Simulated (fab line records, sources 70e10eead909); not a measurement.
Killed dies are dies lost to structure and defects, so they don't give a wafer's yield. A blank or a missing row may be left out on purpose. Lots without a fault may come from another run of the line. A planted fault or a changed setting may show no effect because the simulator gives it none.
Which tool did it? | flow nand_harc | 23 lots, 69 wafers sampled, at 6 steps of a route of 1159

WHAT THE GAUGES READ, wafer by wafer
The record holds no reading of a measuring or inspecting step that can be judged against a usual standard deviation.

WHICH TOOL RAN EACH LOT (tool, then ch and the chambers of the sampled wafers, then the start)
lot  | NHARC_A_STAIRCASE_ETCH_170                    | NHARC_A_STAIRCASE_TRIM_18                     | NHARC_A_STAIRCASE_TRIM_20          | NHARC_A_STAIRCASE_STRIP_175          | NHARC_A_STAIRCASE_ETCH_188     | NHARC_A_STAIRCASE_TRIM_189
L074 | rie_diel-08 ch 1,3, day 10 21:25 or earlier   | rie_diel-12 ch 0,1, day 10 21:25 or earlier   | rie_diel-12 ch 1,2,3, day 10 21:25 | plasma_asher-01 ch 0,1, day 10 22:41 | rie_diel-03 ch 1,3, no start   | rie_diel-03 ch 1,2,3, no start
L075 | rie_diel-12 ch 1,2, day 10 21:46 or earlier   | rie_diel-08 ch 0,1,3, day 10 21:46 or earlier | rie_diel-12 ch 0,3, day 10 21:46   | plasma_asher-02 ch 0,1, day 10 22:54 | rie_diel-12 ch 0,1,3, no start | rie_diel-12 ch 0,1,3, no start
L077 | rie_diel-03 ch 0,1,3, day 11 02:34 or earlier | rie_diel-03 ch 0,3, day 11 02:34 or earlier   | rie_diel-08 ch 1,2,3, day 11 02:34 | plasma_asher-02 ch 0,1, day 11 03:56 | rie_diel-08 ch 0,3, no start   | rie_diel-08 ch 1,2, no start
L076 | rie_diel-08 ch 0,1,2, day 11 12:47 or earlier | rie_diel-08 ch 0,2,3, day 11 12:47 or earlier | rie_diel-12 ch 0,1,2, day 11 12:47 | plasma_asher-01 ch 0,1, day 11 13:51 | rie_diel-08 ch 0,1,3, no start | rie_diel-08 ch 0,1,2, no start
L080 | rie_diel-08 ch 0,2, day 11 22:52 or earlier   | rie_diel-12 ch 0,1,3, day 11 22:52 or earlier | rie_diel-12 ch 1,3, day 11 22:52   | plasma_asher-01 ch 0, day 11 23:56   | rie_diel-03 ch 0,1,3, no start | rie_diel-03 ch 0,1,3, no start
L079 | rie_diel-08 ch 0,2, day 12 01:13 or earlier   | rie_diel-03 ch 1,2,3, day 12 01:13 or earlier | rie_diel-12 ch 0,1,3, day 12 01:13 | plasma_asher-01 ch 0,1, day 12 02:25 | rie_diel-12 ch 0,2, no start   | rie_diel-12 ch 1,3, no start
L078 | rie_diel-08 ch 0,2,3, day 12 01:02 or earlier | rie_diel-12 ch 0,2,3, day 12 01:02 or earlier | rie_diel-12 ch 0,3, day 12 01:02   | plasma_asher-02 ch 0,1, day 12 02:20 | rie_diel-08 ch 1,2,3, no start | rie_diel-08 ch 0,3, no start
L081 | rie_diel-08 ch 0,2,3, day 12 17:10 or earlier | rie_diel-12 ch 0,1,3, day 12 17:10 or earlier | rie_diel-03 ch 0,1,3, day 12 17:10 | plasma_asher-02 ch 0,1, day 12 18:16 | rie_diel-12 ch 0,1,2, no start | rie_diel-12 ch 1,2,3, no start
L083 | rie_diel-08 ch 0,2,3, day 13 02:40 or earlier | rie_diel-12 ch 0,3, day 13 02:40 or earlier   | rie_diel-12 ch 0,2, day 13 02:40   | plasma_asher-01 ch 1, day 13 04:01   | rie_diel-08 ch 1,2,3, no start | rie_diel-08 ch 0,2,3, no start
L082 | rie_diel-08 ch 0,1,2, day 13 02:40 or earlier | rie_diel-12 ch 1,2, day 13 02:40 or earlier   | rie_diel-08 ch 0,1,3, day 13 02:40 | plasma_asher-02 ch 0,1, day 13 03:50 | rie_diel-12 ch 0,2, no start   | rie_diel-12 ch 1,2,3, no start
L084 | rie_diel-08 ch 2,3, day 13 08:26 or earlier   | rie_diel-12 ch 0,2,3, day 13 08:26 or earlier | rie_diel-08 ch 1,2, day 13 08:26   | plasma_asher-01 ch 0,1, day 13 11:17 | rie_diel-12 ch 2,3, no start   | rie_diel-12 ch 0,1,3, no start
L085 | rie_diel-03 ch 1,2,3, day 13 11:43 or earlier | rie_diel-08 ch 0,2, day 13 11:43 or earlier   | rie_diel-08 ch 0,3, day 13 11:43   | plasma_asher-02 ch 0,1, day 13 13:04 | rie_diel-12 ch 1,3, no start   | rie_diel-12 ch 0,2,3, no start
L086 | rie_diel-08 ch 0,1, day 13 16:40 or earlier   | rie_diel-03 ch 0,1,2, day 13 16:40 or earlier | rie_diel-12 ch 0,1, day 13 16:40   | plasma_asher-01 ch 0,1, day 13 18:00 | rie_diel-03 ch 2,3, no start   | rie_diel-03 ch 2,3, no start
L087 | rie_diel-03 ch 0,2,3, day 13 16:53 or earlier | rie_diel-03 ch 0,1,2, day 13 16:53 or earlier | rie_diel-12 ch 0,1,2, day 13 16:53 | plasma_asher-02 ch 0,1, day 13 18:16 | rie_diel-12 ch 1,2,3, no start | rie_diel-12 ch 1,3, no start
L088 | rie_diel-12 ch 1,2,3, day 14 04:33 or earlier | rie_diel-08 ch 0,2,3, day 14 04:33 or earlier | rie_diel-08 ch 0,1,2, day 14 04:33 | plasma_asher-02 ch 0,1, day 14 05:43 | rie_diel-12 ch 2,3, no start   | rie_diel-12 ch 1,2,3, no start
L089 | rie_diel-08 ch 0,2,3, day 14 12:37 or earlier | rie_diel-12 ch 1,3, day 14 12:37 or earlier   | rie_diel-12 ch 1,2,3, day 14 12:37 | plasma_asher-02 ch 0,1, day 14 14:05 | rie_diel-08 ch 0,3, no start   | rie_diel-08 ch 0,1,2, no start
L090 | rie_diel-03 ch 0,1,2, day 14 13:41 or earlier | rie_diel-08 ch 1,3, day 14 13:41 or earlier   | rie_diel-03 ch 0,3, day 14 13:41   | plasma_asher-01 ch 0,1, day 14 15:23 | rie_diel-08 ch 1,2,3, no start | rie_diel-08 ch 0,1, no start
L091 | rie_diel-08 ch 1,2, day 15 01:01 or earlier   | rie_diel-03 ch 0,2,3, day 15 01:01 or earlier | rie_diel-12 ch 1,2,3, day 15 01:01 | plasma_asher-01 ch 0,1, day 15 02:14 | rie_diel-03 ch 1,3, no start   | rie_diel-03 ch 0,3, no start
L092 | rie_diel-03 ch 0,1,3, day 15 07:39 or earlier | rie_diel-12 ch 1,3, day 15 07:39 or earlier   | rie_diel-12 ch 0,2,3, day 15 07:39 | plasma_asher-02 ch 0,1, day 15 08:41 | rie_diel-12 ch 1,2, no start   | rie_diel-12 ch 0,1,2, no start
L094 | rie_diel-12 ch 0,2, day 15 15:56 or earlier   | rie_diel-08 ch 1,2,3, day 15 15:56 or earlier | rie_diel-08 ch 1,3, day 15 15:56   | plasma_asher-02 ch 0, day 15 17:02   | rie_diel-12 ch 0,1, no start   | rie_diel-12 ch 1,2,3, no start
L093 | rie_diel-08 ch 0,1,3, day 15 17:28 or earlier | rie_diel-03 ch 0,2,3, day 15 17:28 or earlier | rie_diel-12 ch 0,2,3, day 15 17:28 | plasma_asher-02 ch 0,1, day 15 18:31 | rie_diel-03 ch 1,2,3, no start | rie_diel-03 ch 0,2,3, no start
L095 | rie_diel-03 ch 0,2, day 15 21:59 or earlier   | rie_diel-12 ch 2,3, day 15 21:59 or earlier   | rie_diel-12 ch 0,2, day 15 21:59   | plasma_asher-01 ch 0,1, day 15 23:31 | rie_diel-03 ch 0,1,2, no start | rie_diel-03 ch 0,2,3, no start
L097 | rie_diel-08 ch 1,2, day 16 21:16 or earlier   | rie_diel-08 ch 2,3, day 16 21:16 or earlier   | rie_diel-03 ch 1,2,3, day 16 21:16 | plasma_asher-02 ch 0,1, day 16 22:26 | rie_diel-08 ch 0,2, no start   | rie_diel-08 ch 0,1, no start
- NHARC_A_STAIRCASE_ETCH_170: etches the open film in C4F6/O2, target depth 200 nm, time 66.667 s.
- NHARC_A_STAIRCASE_TRIM_18: chemistry O2, time 211.2 s.
- NHARC_A_STAIRCASE_TRIM_20: chemistry O2, time 211.2 s.
- NHARC_A_STAIRCASE_STRIP_175: strips in O2.
- NHARC_A_STAIRCASE_ETCH_188: etches the open film in C4F8/O2, target depth 100 nm, time 40.5 s.
- NHARC_A_STAIRCASE_TRIM_189: chemistry O2, time 211.2 s.

WHAT THE TOOLS THEMSELVES READ (means of the sampled wafers that have a number; where no wafer has one, the mark that the record gives instead)
NHARC_A_STAIRCASE_ETCH_170.
lot  | tool        | drypump_motor_current_A (A) | oes_product_au (a.u.) | rf_vpp_V (V) | showerhead_plenum_p_Torr (Torr) | throttle_valve_pct (%)
L074 | rie_diel-08 | 5.8                         | 0.984                 | 544.6        | 3.82                            | 26.901
L075 | rie_diel-12 | 6.0                         | 0.962                 | 545.4        | 3.86                            | 26.903
L077 | rie_diel-03 | 6.0                         | 0.983                 | 544.3        | 3.78                            | 26.900
L076 | rie_diel-08 | 6.2                         | 0.993                 | 545.3        | 3.84                            | 26.895
L080 | rie_diel-08 | 6.4                         | 0.960                 | 547.1        | 3.90                            | 26.903
L079 | rie_diel-08 | 6.4                         | 0.963                 | 544.5        | 3.81                            | 26.895
L078 | rie_diel-08 | 6.1                         | 0.971                 | 545.3        | 3.84                            | 26.907
L081 | rie_diel-08 | 6.1                         | 0.935                 | 544.2        | 3.84                            | 26.917
L083 | rie_diel-08 | 6.1                         | 0.950                 | 544.6        | 3.84                            | 26.900
L082 | rie_diel-08 | 6.2                         | 0.949                 | 545.4        | 3.83                            | 26.906
L084 | rie_diel-08 | 5.9                         | 0.950                 | 546.2        | 3.87                            | 26.900
L085 | rie_diel-03 | 5.6                         | 0.972                 | 544.4        | 3.79                            | 26.924
L086 | rie_diel-08 | 6.0                         | 0.965                 | 543.6        | 3.77                            | 26.908
L087 | rie_diel-03 | 5.8                         | 0.994                 | 542.4        | 3.75                            | 26.900
L088 | rie_diel-12 | 6.2                         | 0.965                 | 547.7        | 3.95                            | 26.902
L089 | rie_diel-08 | 6.1                         | 0.969                 | 544.4        | 3.83                            | 26.911
L090 | rie_diel-03 | 6.0                         | 0.975                 | 542.8        | 3.73                            | 26.899
L091 | rie_diel-08 | 6.1                         | 0.960                 | 545.5        | 3.86                            | 26.906
L092 | rie_diel-03 | 5.9                         | 0.985                 | 543.7        | 3.76                            | 26.906
L094 | rie_diel-12 | 5.9                         | 0.952                 | 546.7        | 3.91                            | 26.899
L093 | rie_diel-08 | 5.9                         | 0.978                 | 543.5        | 3.77                            | 26.905
L095 | rie_diel-03 | 5.9                         | 0.968                 | 542.0        | 3.71                            | 26.903
L097 | rie_diel-08 | 6.3                         | 0.967                 | 546.4        | 3.91                            | 26.903

NHARC_A_STAIRCASE_TRIM_18.
lot  | tool        | drypump_motor_current_A (A) | oes_product_au (a.u.) | rf_vpp_V (V) | showerhead_plenum_p_Torr (Torr) | throttle_valve_pct (%)
L074 | rie_diel-12 | 5.8                         | 0.988                 | 57.7         | 3.40                            | 17.037
L075 | rie_diel-08 | 5.9                         | 0.999                 | 58.4         | 3.40                            | 17.041
L077 | rie_diel-03 | 5.7                         | 1.011                 | 57.7         | 3.42                            | 17.038
L076 | rie_diel-08 | 6.1                         | 0.989                 | 57.8         | 3.46                            | 17.040
L080 | rie_diel-12 | 6.0                         | 0.996                 | 57.8         | 3.50                            | 17.035
L079 | rie_diel-03 | 5.6                         | 1.002                 | 58.2         | 3.41                            | 17.035
L078 | rie_diel-12 | 6.2                         | 1.001                 | 58.3         | 3.60                            | 17.036
L081 | rie_diel-12 | 6.0                         | 0.992                 | 57.8         | 3.50                            | 17.043
L083 | rie_diel-12 | 6.0                         | 0.998                 | 58.1         | 3.53                            | 17.035
L082 | rie_diel-12 | 6.0                         | 0.997                 | 58.2         | 3.46                            | 17.037
L084 | rie_diel-12 | 6.2                         | 0.997                 | 57.9         | 3.59                            | 17.041
L085 | rie_diel-08 | 6.3                         | 0.985                 | 56.8         | 3.41                            | 17.037
L086 | rie_diel-03 | 6.0                         | 1.003                 | 56.6         | 3.35                            | 17.030
L087 | rie_diel-03 | 6.1                         | 1.007                 | 57.7         | 3.35                            | 17.038
L088 | rie_diel-08 | 6.1                         | 0.996                 | 57.1         | 3.45                            | 17.037
L089 | rie_diel-12 | 6.3                         | 0.994                 | 57.8         | 3.56                            | 17.038
L090 | rie_diel-08 | 5.7                         | 1.008                 | 57.2         | 3.42                            | 17.038
L091 | rie_diel-03 | 5.8                         | 1.011                 | 57.0         | 3.37                            | 17.039
L092 | rie_diel-12 | 6.1                         | 0.994                 | 57.4         | 3.45                            | 17.038
L094 | rie_diel-08 | 6.0                         | 1.000                 | 58.1         | 3.47                            | 17.035
L093 | rie_diel-03 | 5.8                         | 1.015                 | 57.5         | 3.36                            | 17.037
L095 | rie_diel-12 | 6.5                         | 0.996                 | 58.4         | 3.65                            | 17.039
L097 | rie_diel-08 | 6.2                         | 0.994                 | 58.5         | 3.52                            | 17.033

NHARC_A_STAIRCASE_TRIM_20.
lot  | tool        | drypump_motor_current_A (A) | oes_product_au (a.u.) | rf_vpp_V (V) | showerhead_plenum_p_Torr (Torr) | throttle_valve_pct (%)
L074 | rie_diel-12 | 6.2                         | 0.984                 | 58.6         | 3.57                            | 17.052
L075 | rie_diel-12 | 6.2                         | 0.990                 | 58.4         | 3.61                            | 17.035
L077 | rie_diel-08 | 6.0                         | 1.008                 | 57.1         | 3.49                            | 17.038
L076 | rie_diel-12 | 6.0                         | 0.992                 | 57.4         | 3.50                            | 17.032
L080 | rie_diel-12 | 6.1                         | 0.995                 | 57.9         | 3.47                            | 17.037
L079 | rie_diel-12 | 6.0                         | 0.998                 | 57.9         | 3.50                            | 17.032
L078 | rie_diel-12 | 5.9                         | 1.004                 | 57.7         | 3.53                            | 17.034
L081 | rie_diel-03 | 5.9                         | 1.003                 | 58.0         | 3.39                            | 17.036
L083 | rie_diel-12 | 6.1                         | 0.996                 | 58.6         | 3.59                            | 17.033
L082 | rie_diel-08 | 5.9                         | 1.002                 | 57.4         | 3.39                            | 17.038
L084 | rie_diel-08 | 6.1                         | 1.014                 | 57.7         | 3.47                            | 17.037
L085 | rie_diel-08 | 6.0                         | 0.987                 | 57.4         | 3.36                            | 17.037
L086 | rie_diel-12 | 5.8                         | 0.993                 | 57.2         | 3.39                            | 17.035
L087 | rie_diel-12 | 6.0                         | 1.000                 | 58.5         | 3.49                            | 17.045
L088 | rie_diel-08 | 6.2                         | 1.003                 | 56.7         | 3.44                            | 17.035
L089 | rie_diel-12 | 6.2                         | 1.001                 | 58.7         | 3.55                            | 17.025
L090 | rie_diel-03 | 6.1                         | 1.006                 | 58.1         | 3.36                            | 17.033
L091 | rie_diel-12 | 6.2                         | 0.999                 | 56.8         | 3.55                            | 17.042
L092 | rie_diel-12 | 6.1                         | 0.998                 | 58.2         | 3.58                            | 17.038
L094 | rie_diel-08 | 5.8                         | 0.995                 | 57.0         | 3.41                            | 17.046
L093 | rie_diel-12 | 6.2                         | 0.999                 | 57.9         | 3.58                            | 17.043
L095 | rie_diel-12 | 5.9                         | 1.006                 | 57.7         | 3.51                            | 17.041
L097 | rie_diel-03 | 5.6                         | 1.014                 | 57.3         | 3.39                            | 17.033

NHARC_A_STAIRCASE_STRIP_175.
lot  | tool            | drypump_motor_current_A (A) | heater_power_w (W)
L074 | plasma_asher-01 | 6.2                         | 358
L075 | plasma_asher-02 | 6.0                         | 317
L077 | plasma_asher-02 | 6.1                         | 319
L076 | plasma_asher-01 | 6.2                         | 363
L080 | plasma_asher-01 | 6.0                         | 343
L079 | plasma_asher-01 | 6.2                         | 354
L078 | plasma_asher-02 | 6.0                         | 315
L081 | plasma_asher-02 | 5.8                         | 313
L083 | plasma_asher-01 | 6.5                         | 375
L082 | plasma_asher-02 | 6.1                         | 312
L084 | plasma_asher-01 | 6.3                         | 366
L085 | plasma_asher-02 | 5.8                         | 306
L086 | plasma_asher-01 | 6.2                         | 349
L087 | plasma_asher-02 | 5.9                         | 311
L088 | plasma_asher-02 | 6.1                         | 315
L089 | plasma_asher-02 | 6.0                         | 314
L090 | plasma_asher-01 | 6.2                         | 347
L091 | plasma_asher-01 | 6.2                         | 348
L092 | plasma_asher-02 | 5.8                         | 311
L094 | plasma_asher-02 | 5.7                         | 309
L093 | plasma_asher-02 | 6.1                         | 317
L095 | plasma_asher-01 | 6.3                         | 365
L097 | plasma_asher-02 | 5.8                         | 305

NHARC_A_STAIRCASE_ETCH_188.
lot  | tool        | oes_product_au (a.u.) | rf_vpp_V (V)
L074 | rie_diel-03 | 0.928                 | 892
L075 | rie_diel-12 | 0.942                 | 895
L077 | rie_diel-08 | 0.944                 | 892
L076 | rie_diel-08 | 0.952                 | 892
L080 | rie_diel-03 | 0.937                 | 889
L079 | rie_diel-12 | 0.948                 | 896
L078 | rie_diel-08 | 0.944                 | 894
L081 | rie_diel-12 | 0.942                 | 895
L083 | rie_diel-08 | 0.935                 | 894
L082 | rie_diel-12 | 0.938                 | 896
L084 | rie_diel-12 | 0.933                 | 900
L085 | rie_diel-12 | 0.929                 | 894
L086 | rie_diel-03 | 0.949                 | 890
L087 | rie_diel-12 | 0.925                 | 898
L088 | rie_diel-12 | 0.936                 | 900
L089 | rie_diel-08 | 0.947                 | 892
L090 | rie_diel-08 | 0.929                 | 894
L091 | rie_diel-03 | 0.963                 | 892
L092 | rie_diel-12 | 0.944                 | 896
L094 | rie_diel-12 | 0.948                 | 891
L093 | rie_diel-03 | 0.960                 | 891
L095 | rie_diel-03 | 0.964                 | 889
L097 | rie_diel-08 | 0.939                 | 892

NHARC_A_STAIRCASE_TRIM_189.
lot  | tool        | drypump_motor_current_A (A) | oes_product_au (a.u.) | rf_vpp_V (V) | showerhead_plenum_p_Torr (Torr) | throttle_valve_pct (%)
L074 | rie_diel-03 | 5.6                         | 0.998                 | 57.3         | 3.41                            | 17.042
L075 | rie_diel-12 | 6.0                         | 0.994                 | 57.9         | 3.51                            | 17.039
L077 | rie_diel-08 | 6.1                         | 1.011                 | 58.1         | 3.48                            | 17.030
L076 | rie_diel-08 | 6.2                         | 0.995                 | 57.4         | 3.45                            | 17.040
L080 | rie_diel-03 | 5.9                         | 0.999                 | 57.4         | 3.39                            | 17.039
L079 | rie_diel-12 | 6.3                         | 1.000                 | 58.1         | 3.57                            | 17.038
L078 | rie_diel-08 | 6.0                         | 0.999                 | 58.0         | 3.37                            | 17.038
L081 | rie_diel-12 | 6.2                         | 0.989                 | 57.8         | 3.56                            | 17.041
L083 | rie_diel-08 | 6.1                         | 0.995                 | 57.0         | 3.45                            | 17.033
L082 | rie_diel-12 | 6.2                         | 0.991                 | 57.9         | 3.56                            | 17.027
L084 | rie_diel-12 | 6.0                         | 0.998                 | 57.7         | 3.49                            | 17.030
L085 | rie_diel-12 | 6.1                         | 1.000                 | 57.5         | 3.59                            | 17.037
L086 | rie_diel-03 | 5.4                         | 1.008                 | 57.6         | 3.42                            | 17.037
L087 | rie_diel-12 | 6.1                         | 0.997                 | 57.0         | 3.46                            | 17.029
L088 | rie_diel-12 | 6.2                         | 1.001                 | 57.8         | 3.55                            | 17.038
L089 | rie_diel-08 | 6.2                         | 1.000                 | 57.4         | 3.44                            | 17.038
L090 | rie_diel-08 | 6.0                         | 0.994                 | 58.0         | 3.38                            | 17.035
L091 | rie_diel-03 | 5.7                         | 1.024                 | 57.1         | 3.40                            | 17.038
L092 | rie_diel-12 | 6.0                         | 0.995                 | 57.0         | 3.48                            | 17.031
L094 | rie_diel-12 | 6.2                         | 0.996                 | 57.8         | 3.55                            | 17.035
L093 | rie_diel-03 | 5.8                         | 1.010                 | 58.1         | 3.36                            | 17.038
L095 | rie_diel-03 | 5.8                         | 1.012                 | 57.3         | 3.36                            | 17.035
L097 | rie_diel-08 | 6.0                         | 0.999                 | 57.0         | 3.37                            | 17.036

THE ANSWER, worked out from the rows above alone
Rule: what is usual is taken from the lots themselves. Put in order of their means at a reading, lots are off if they are a third of the lots or fewer, leave a main group of 4 or more, and stand apart from it by a gap of 3 or more times the standard deviation of the main group's means; of several such gaps the widest counts. A main group whose means are all the same, to the digits that the tables above print for the reading, isn't used. A lot without any number at a reading at which 4 lots or more have one is off too. The other lots that the step has rows for count as sound. The gauges are gone through in route order, then the tools' own readings, and for those a lot's mean is taken as printed above. The first step at which some lot is off is used, and at that step the reading that is off furthest; a lot without a number counts as furthest.
No lot is off at any reading shown: from this, nothing can be told.

WHAT THE SIMULATOR HAD PUT IN
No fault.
